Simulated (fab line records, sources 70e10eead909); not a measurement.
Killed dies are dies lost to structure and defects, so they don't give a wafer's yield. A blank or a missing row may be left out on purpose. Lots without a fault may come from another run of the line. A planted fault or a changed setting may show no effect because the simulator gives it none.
One fault seen from 3 desks | flow nand_harc | each desk has only its own numbers; what lay behind them comes last

THE TOOL OWNER'S DESK: pvd_sputter-02
The tool's own readings at NHARC_P_M1_PVD_20 (deposits TaN, target thk 5 nm, time 8.06 s): means of the sampled wafers that have a number, for each lot that ran on this tool. A lot is out of limits, marked OUT, if its mean lies more than 4 standard deviations from the usual mean; the brackets give that distance.
Columns: A = cathode_dc_power_W at NHARC_P_M1_PVD_20, usual 15000 W; B = throttle_valve_pct at NHARC_P_M1_PVD_20, usual 29.7 %
lot  | first seen here | A                       | B
L599 | day 6 20:50     | 14998                   | 29.6
L598 | day 6 21:43     | 14999                   | 29.2
L603 | day 7 16:46     | 15001                   | 30.1
L606 | day 8 10:59     | 15003                   | 29.5
L607 | day 9 09:17     | 15651 (+99 or more) OUT | 30.1
This desk's finding: out of limits on L607; first on L607, day 9 09:17 (cathode_dc_power_W at NHARC_P_M1_PVD_20). In limits: L599, L598, L603, L606.

THE METROLOGY DESK
What the gauges read, lot by lot, whatever tool the lot ran on: means of the sampled wafers that have a number. A lot is out of limits, marked OUT, if its mean lies more than 4 standard deviations from the usual mean; the brackets give that distance.
Columns: A = cd_nm at NHARC_P_M1_CD_MEAS_09, usual 129.9 nm
lot  | first seen here | A
L599 | day 6 19:32     | 129.9
L598 | day 6 20:16     | 130.1
L600 | day 6 20:18     | 129.5
L601 | day 7 07:04     | 130.4
L602 | day 7 14:50     | 129.8
L603 | day 7 15:25     | 130.1
L606 | day 8 09:40     | 130.3
L607 | day 9 07:55     | 129.8
L614 | day 10 14:37    | 130.2
L616 | day 10 21:52    | 129.9
L617 | day 11 02:58    | 130.2
L619 | day 11 16:45    | 130.4
This desk's finding: nothing out of limits on any of the 12 lots.

THE DEFECT DESK
What the inspections along the route counted, lot by lot: means of the sampled wafers that have a number. A lot is out of limits, marked OUT, if its mean lies more than 4 standard deviations from the usual mean; the brackets give that distance.
Columns: A = raw_defect_count at NHARC_P_M0_INSPECT_27, usual 309
lot  | first seen here | A
L599 | day 6 18:10     | 372
L598 | day 6 18:38     | 370
L600 | day 6 19:02     | 262
L601 | day 7 05:37     | 367
L602 | day 7 13:26     | 228
L603 | day 7 14:02     | 388
L606 | day 8 08:16     | 300
L607 | day 9 06:32     | 195
L614 | day 10 13:05    | 303
L616 | day 10 20:20    | 240
L617 | day 11 01:35    | 301
L619 | day 11 15:29    | 378
This desk's finding: nothing out of limits on any of the 12 lots.

PUT TOGETHER
The tool owner's desk could have raised an alarm at day 9 09:17, on L607.
The metrology desk saw nothing out of limits.
The defect desk saw nothing out of limits.
The metrology desk has L607 on record, within its limits.
The defect desk has L607 on record, within its limits.
Of the lots named, all ran NHARC_P_M1_PVD_20 on pvd_sputter-02.

WHAT THE SIMULATOR HAD PUT IN
Process parameter drift: pvd_sputter-02, from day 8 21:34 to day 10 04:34, at NHARC_P_M1_PVD_20. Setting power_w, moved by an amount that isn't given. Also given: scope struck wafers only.
Lots struck among those shown: L607.
Hours from the fault's start to each desk's first reading out of limits: the tool owner's desk, 12.
